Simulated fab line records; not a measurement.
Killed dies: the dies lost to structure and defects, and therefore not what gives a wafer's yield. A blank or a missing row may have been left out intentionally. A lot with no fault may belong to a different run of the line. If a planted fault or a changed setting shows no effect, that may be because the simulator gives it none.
Split-lot trial ; flow n5_finfet ; on a route of 1938 steps: 7 lots, 21 wafers read

ON THE SPLIT
At N5_BEOL_M7_HM_DEP_02 (deposits TiN, target thk 20 nm), the setting target_thk_a was moved away from the recipe's 200 angstrom on 6 of the 21 wafers read, by -5.9% to +7.9%. For the rest of the wafers, this setting stayed at what the recipe calls for.

FROM THE SPLIT TO THE READING: what the file shows between them, 8 steps
- N5_BEOL_M7_COAT_59: time 60 s, resist thk 100 nm
- N5_BEOL_M7_COAT_60: time 60 s, resist thk 35 nm
- N5_BEOL_M7_STRIP_68: strips in N2/H2
- N5_BEOL_M7_STRIP_67: strips in CF4
- N5_BEOL_M7_HM_OPEN_17: chemistry Cl2/BCl3, target TiN, target depth 20 nm, overetch 6 nm
- N5_BEOL_M7_STRIP_19: strips in O2
- N5_BEOL_M7_STRIP_76: strips in C4F6/O2
- N5_BEOL_M7_STRIP_36: strips in N2/H2

THE READING
TiN_of_BEOL_M7_HM_DEP_02.thk_nm (the simulator's own value, which no gauge read), in nm, at N5_BEOL_M7_TRENCH_ETCH_37 (etches SiCOH lowk in C4F6/O2, target depth 93.478 nm, time 31.2 s). There is no usual value for it anywhere in the file. Across the 15 wafers here that went through the recipe, the average is 17.1 nm and the standard deviation 0.33 nm.

wafer;tool, chamber at the split;target_thk_a as run, angstrom;against the recipe;TiN_of_BEOL_M7_HM_DEP_02.thk_nm, nm;against lot-mates on the recipe
L081.1;pvd_sputter-02, -;200;recipe;17.2;-
L081.3;pvd_sputter-02, -;188.1;-5.9%;15.6;-1.5
L081.6;pvd_sputter-02, -;200;recipe;17;-
L086.2;pvd_sputter-01, -;200;recipe;17.2;-
L086.5;pvd_sputter-01, -;200;recipe;16.8;-
L086.6;pvd_sputter-01, -;200;recipe;16.8;-
L087.3;pvd_sputter-01, -;207.8;+3.9%;17.8;+1.2
L087.4;pvd_sputter-01, -;200;recipe;16.6;-
L087.5;pvd_sputter-01, -;200;recipe;16.6;-
L093.1;pvd_sputter-02, -;200;recipe;17.8;-
L093.3;pvd_sputter-02, -;200;recipe;17;-
L093.4;pvd_sputter-02, -;200;recipe;17;-
L094.2;pvd_sputter-01, -;215.8;+7.9%;19;+2.0
L094.3;pvd_sputter-01, -;215.8;+7.9%;18.4;+1.4
L094.4;pvd_sputter-01, -;200;recipe;17;-
L095.1;pvd_sputter-01, -;200;recipe;17.6;-
L095.3;pvd_sputter-01, -;200;recipe;17.2;-
L095.4;pvd_sputter-01, -;200;recipe;17.4;-
L097.1;pvd_sputter-01, -;208.8;+4.4%;18.2;+1.4
L097.2;pvd_sputter-01, -;208.8;+4.4%;18.2;+1.4
L097.4;pvd_sputter-01, -;200;recipe;16.8;-

FIT RESULTS
A straight line over all 21 wafers: TiN_of_BEOL_M7_HM_DEP_02.thk_nm changes by +0.222 nm for each +1% of target_thk_a; r = +0.91; the points scatter about the line by 0.32 nm.
The same after taking each lot's own level away (the mean of its wafers on the recipe; 21 wafers): +0.245 nm for each +1%; r = +0.95; scatter 0.25 nm.
On that fit, the largest move of target_thk_a shifts the reading by 1.9 nm.
The span of the lots' own levels, 16.60 to 17.40 nm, comes to 2.4 times the standard deviation stated above.
Consequently the slope shifts little with the lot-to-lot level, the two slopes agreeing.
Check: +1.93 nm against its lot-mates is what the line predicts for one of the wafers moved furthest among these (+7.9%) when that wafer is left out of the fit. It came out at +2 nm against them.

OTHER SPLITS APPLIED TO THESE WAFERS
Before the reading, these wafers also passed through other splits. Each is held against what the fit with the lots' levels taken away leaves over:
other split on the same wafers;wafers away from the commonest value;r with TiN_of_BEOL_M7_HM_DEP_02.thk_nm (lot level and that fit taken away)
N5_BEOL_M2_DESCUM_16 time_s;6;-0.26
N5_BEOL_M4_DESCUM_33 time_s;8;-0.02
N5_BEOL_M5_COAT_22 spin_rpm;10;-0.16
N5_BEOL_M5_EXPOSE_25 dose_mj;4;+0.42
N5_BEOL_M6_ILD_DEP_00 time_s;5;+0.17

THE WHOLE CHAIN: every reading that the file lists as answering this split, in the file's order
step;what it does;reading;change (the file's fit);r (the file's)
N5_BEOL_M7_HM_DEP_02;deposits TiN, target thk 20 nm;TiN_of_BEOL_M7_HM_DEP_02.thk_nm (the simulator's own value, which no gauge read);+0.238 nm for each +1% of the setting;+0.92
N5_BEOL_M7_HM_OPEN_17;chemistry Cl2/BCl3, target TiN, target depth 20 nm, overetch 6 nm;etch.depth_nm (the simulator's own value, which no gauge read);+0.232 nm for each +1% of the setting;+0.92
N5_BEOL_M7_TRENCH_ETCH_37;etches SiCOH lowk in C4F6/O2, target depth 93.478 nm, time 31.2 s;TiN_of_BEOL_M7_HM_DEP_02.thk_nm (the simulator's own value, which no gauge read);+0.251 nm for each +1% of the setting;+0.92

THE FILE'S OWN FIT
TiN_of_BEOL_M7_HM_DEP_02.thk_nm changes by +0.251 nm for each +1% of target_thk_a, r = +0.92.
